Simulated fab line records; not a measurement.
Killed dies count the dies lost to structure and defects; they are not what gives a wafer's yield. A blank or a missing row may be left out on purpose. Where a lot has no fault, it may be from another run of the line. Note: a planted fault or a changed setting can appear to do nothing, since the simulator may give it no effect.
Chamber matching	flow n5 finfet	N5_BEOL_M10_STRIP_67 on rie diel-04 has 4 sister chambers
The step strips in CF4. 4 wafers are shown with their chamber, then 8 later ones without.

## EACH WAFER AND ITS CHAMBER
wafer	chamber	drypump motor current A (A)
L076.3	1	5.91
L087.3	0	5.53
L087.4	2	5.39
L089.2	3	5.23

## WAFERS WITH NO CHAMBER GIVEN
wafer	drypump motor current A (A)
L089.4	5.40
L089.5	5.54
L092.1	5.21
L092.2	5.92
L092.3	5.52
L095.3	5.18
L095.4	5.91
L095.5	5.91

## WHICH CHAMBER EACH ONE RAN IN
wafer	from the rows above	in truth
L089.4	2	2
L089.5	0	0
L092.1	3	3
L092.2	1	1
L092.3	0	0
L095.3	3	3
L095.4	1	1
L095.5	1	1
Placed correctly: 8 of 8. From these rows, 0 cannot be placed. Placed wrongly: 0.
How it was worked out, from the rows above alone: a wafer's distance from a chamber is the root of the sum, over the readings, of the square of ((its reading less the chamber's mean) divided by the reading's scatter). The wafer belongs to the nearest chamber; if the next one is less than 2 further off, it can't be placed. Each chamber's mean is taken over the wafers shown for it. The scatter (one wafer shown for each chamber): square how far every hidden wafer sits from the nearest shown wafer, average those squares and take the square root.
